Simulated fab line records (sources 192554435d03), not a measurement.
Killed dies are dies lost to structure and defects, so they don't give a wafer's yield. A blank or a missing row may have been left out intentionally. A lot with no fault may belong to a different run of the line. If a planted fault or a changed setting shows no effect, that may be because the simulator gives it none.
A lot that was struck, set against a sound lot :: flow n5-finfet :: 37 out of 1938 route steps
Sound: these wafers, L231.1, L231.4, L231.6. Wafers struck: L221.2, L221.3, L221.6. Last of all comes the cause.
Order at every step that has rows: each side's tool, ch and its chambers, its first start. Under that, the readings that differ: sound wafers :: struck wafers :: difference of the means :: sigmas: that difference in standard deviations of wafers without a fault.
alike: same words and numbers on both sides, and readings whose means sit less than 2 such deviations apart. not compared: any withheld reading, any reading some wafer has no value for, any bound like >300 that may hide the same value, and any number with overlapping values for which the record gives no deviation.
A row with sigmas, a row that says differs or no value, or rows on one side alone: a step with any of these is where the two part. Numbers that don't overlap but have no deviation are shown without sigmas and don't part them. A reading missing from all wafers of one side parts the sides only when that side holds two or more wafers.

first, 9 steps without rows for these wafers: N5_BEOL_M4_ANNEAL_95 (time 240 s); N5_BEOL_M4_SPUTTER_96 (material Cu, target thk 4.5 nm, time 8.29 s); N5_BEOL_M4_ECD_50 (material Cu, target thk 300 nm); N5_BEOL_M4_ANNEAL_51 (time 90 s); N5_BEOL_M4_CMP_52 (polishes, stops on SiOC, t overpolish 6.8 s, target thk 40 nm); N5_BEOL_M4_PRE_CLEAN_60 (time 15 s); N5_BEOL_M4_CO_CAP_55 (material Co, precursor CCTBA/H2, target thk 2 nm, time 102.1 s); N5_BEOL_M4_PRE_CLEAN_56 (time 15 s); N5_BEOL_M4_DEP_57 (deposits SiCN from 3MS/NH3, target thk 8 nm, time 14 s).
N5_BEOL_M4_RC_MEAS_101:
  sound on prober-01 ch 0, day 14 04:59; struck on prober-01 ch 0, day 11 09:58
  alike: DIBL_N, DIBL_P, IOFF_N, IOFF_P, ION_N, ION_P, SS_N, SS_P, VT_N, VT_P
then, 24 steps without rows for these wafers: N5_BEOL_M5_ILD_DEP_00 (deposits SiCOH lowk from DEMS/porogen, target thk 140.64 nm, time 25.9 s); N5_BEOL_M5_CURE_79 (cures SiCOH lowk, time 240 s); N5_BEOL_M5_PECVD_70 (deposits SiO2 from TEOS/O2, target thk 16 nm, time 18 s); N5_BEOL_M5_HM_DEP_02 (deposits TiN, target thk 20 nm); N5_BEOL_M5_COAT_59 (time 60 s, resist thk 60 nm); N5_BEOL_M5_COAT_60 (time 60 s, resist thk 12 nm); N5_BEOL_M5_COAT_71 (time 60 s, resist thk 5 nm); N5_BEOL_M5_COAT_05 (resist thk 30 nm); N5_BEOL_M5_EBR_07; N5_BEOL_M5_SOFTBAKE_06 (time 60 s); N5_BEOL_M5_EXPOSE_08 (exposes mask M5, target cd 28 nm); N5_BEOL_M5_PEB_09 (peb time 60 s); N5_BEOL_M5_DEVELOP_10 (develop time 30 s); N5_BEOL_M5_DESCUM_16 (chemistry O2, time 7 s); N5_BEOL_M5_ETCH_72 (etches underlayer in N2/H2, target depth 6.5 nm, time 5.2 s); N5_BEOL_M5_ETCH_61 (etches SiARC in CF4, target depth 15.6 nm, time 26 s); N5_BEOL_M5_ETCH_62 (etches SOC in N2/H2, target depth 75 nm, overetch 15 nm, time 112.5 s); N5_BEOL_M5_STRIP_63 (strips in N2/H2); N5_BEOL_M5_STRIP_73 (strips in N2/H2); N5_BEOL_M5_STRIP_64 (strips in CF4); N5_BEOL_M5_HM_OPEN_17 (chemistry Cl2/BCl3, target TiN, target depth 20 nm, overetch 6 nm); N5_BEOL_M5_STRIP_19 (strips in O2); N5_BEOL_M5_COAT_65 (time 60 s, resist thk 60 nm); N5_BEOL_M5_COAT_66 (time 60 s, resist thk 12 nm).
-- here the record skips 4 days between the struck wafers' starts before and after, leaving off in module BEOL_M5 and picking up in module BEOL_M13 (first step shown: number 1700 of the route) --
N5_BEOL_M13_ETCH_38: etches SiCN in CF4/N2, target depth 67.5 nm, time 71.9 s.
  sound on rie-diel-06 ch 1,2,3, day 17 19:44; struck on rie-diel-03 ch 0,1, day 15 09:19
  no value came back on the struck wafers for any of 9 readings (bias-w (W), cf4-flow-sccm (sccm) and others); on the sound wafers bias-w (W) reads 70.02 69.65 70.07
reading: model.SiOC_of_BEOL_M13_ILD_DEP_00.thk-nm (nm)
sound: 790.8 802.6 803
struck: 835.2 848.8 855.4
difference: +47.7
sigmas: 
  not compared: rf-hours-counter-h
N5_BEOL_M13_CMP_49: polishes, stops on SiOC, t overpolish 17.1 s, target thk 420 nm.
  sound on cmp-03 ch 0,1,2, day 17 21:31; struck on cmp-04 ch 0,1,2, day 15 10:43
reading: model.SiOC_of_BEOL_M13_ILD_DEP_00.thk-nm (nm)
sound: 780.8 792.6 793
struck: 825.2 838.8 845.4
difference: +47.7
sigmas: 
  alike: motor-current-A, slurry-flow-ml-min
N5_PASSIVATION_PROBE_49:
  the record has rows for the struck wafers here (prober-01, day 17 04:22) and none for the sound ones

WHERE THEY PART
Earliest at N5_BEOL_M13_ETCH_38; latest, in this record, at N5_PASSIVATION_PROBE_49.

WHY: the cause the simulator had injected
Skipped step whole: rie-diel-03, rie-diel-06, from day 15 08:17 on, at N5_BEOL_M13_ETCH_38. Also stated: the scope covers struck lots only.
